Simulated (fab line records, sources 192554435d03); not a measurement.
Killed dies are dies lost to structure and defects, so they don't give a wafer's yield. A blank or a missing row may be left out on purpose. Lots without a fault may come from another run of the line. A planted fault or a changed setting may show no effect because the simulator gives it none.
Chamber matching | flow n5_finfet | N5_PMOS_HMC_CHANNEL_EPI_HM_OPEN_15 on rie_diel-01: 4 sister chambers
The step chemistry CHF3/O2, target SiO2, target depth 40.6 nm, time 20.3 s. 14 wafers are shown with their chamber, then 7 later ones without.

WAFERS WITH THEIR CHAMBER
wafer  | chamber | rf_vpp_V (V) | showerhead_plenum_p_Torr (Torr) | throttle_valve_pct (%)
L076.2 | 2       | 523          | 2.37                            | 18.75
L076.3 | 3       | 529          | 2.39                            | 18.70
L076.4 | 3       | 530          | 2.39                            | 18.70
L078.1 | 0       | 517          | 2.46                            | 18.62
L078.4 | 1       | 511          | 2.38                            | 19.09
L078.6 | 3       | 530          | 2.38                            | 18.73
L083.2 | 2       | 522          | 2.36                            | 18.79
L083.5 | 2       | 521          | 2.36                            | 18.79
L083.6 | 1       | 511          | 2.38                            | 19.12
L086.1 | 1       | 511          | 2.38                            | 19.12
L086.3 | 3       | 529          | 2.38                            | 18.75
L086.5 | 0       | 515          | 2.46                            | 18.67
L092.1 | 1       | 511          | 2.37                            | 19.13
L092.2 | 3       | 530          | 2.37                            | 18.77

SIGNATURES (means of the wafers above)
reading                  | chamber 0 | chamber 1 | chamber 2 | chamber 3 | scatter within a chamber
rf_vpp_V                 | 516.00    | 511.00    | 522.00    | 529.60    | 0.721
showerhead_plenum_p_Torr | 2.4600    | 2.3775    | 2.3633    | 2.3820    | 0.00649
throttle_valve_pct       | 18.6450   | 19.1150   | 18.7767   | 18.7300   | 0.0265
Rule: a wafer's distance from a chamber is the root of the sum, over the readings, of the square of ((its reading less the chamber's mean) divided by the reading's scatter). The wafer belongs to the nearest chamber; if the next one is less than 2 further off, it can't be placed. The scatter: the root of (the sum of the squares of (reading less its chamber's mean) over the shown wafers, divided by (wafers less chambers)).

WAFERS WITHOUT THEIR CHAMBER
wafer  | rf_vpp_V (V) | showerhead_plenum_p_Torr (Torr) | throttle_valve_pct (%)
L092.3 | 515          | 2.45                            | 18.67
L095.2 | 524          | 2.36                            | 18.38
L095.3 | 530          | 2.37                            | 18.80
L095.4 | 515          | 2.45                            | 18.69
L096.2 | 511          | 2.37                            | 19.16
L096.4 | 530          | 2.37                            | 18.78
L096.6 | 529          | 2.37                            | 18.78

WHICH CHAMBER EACH WENT THROUGH
wafer  | from the rows above     | in truth
L092.3 | 0                       | 0
L095.2 | can't be placed: 2 or 3 | 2
L095.3 | 3                       | 3
L095.4 | 0                       | 0
L096.2 | 1                       | 1
L096.4 | 3                       | 3
L096.6 | 3                       | 3
Placed correctly: 6 of 7. Can't be placed from these rows: 1 (the true chamber is among the candidates in 1). Placed wrongly: 0.
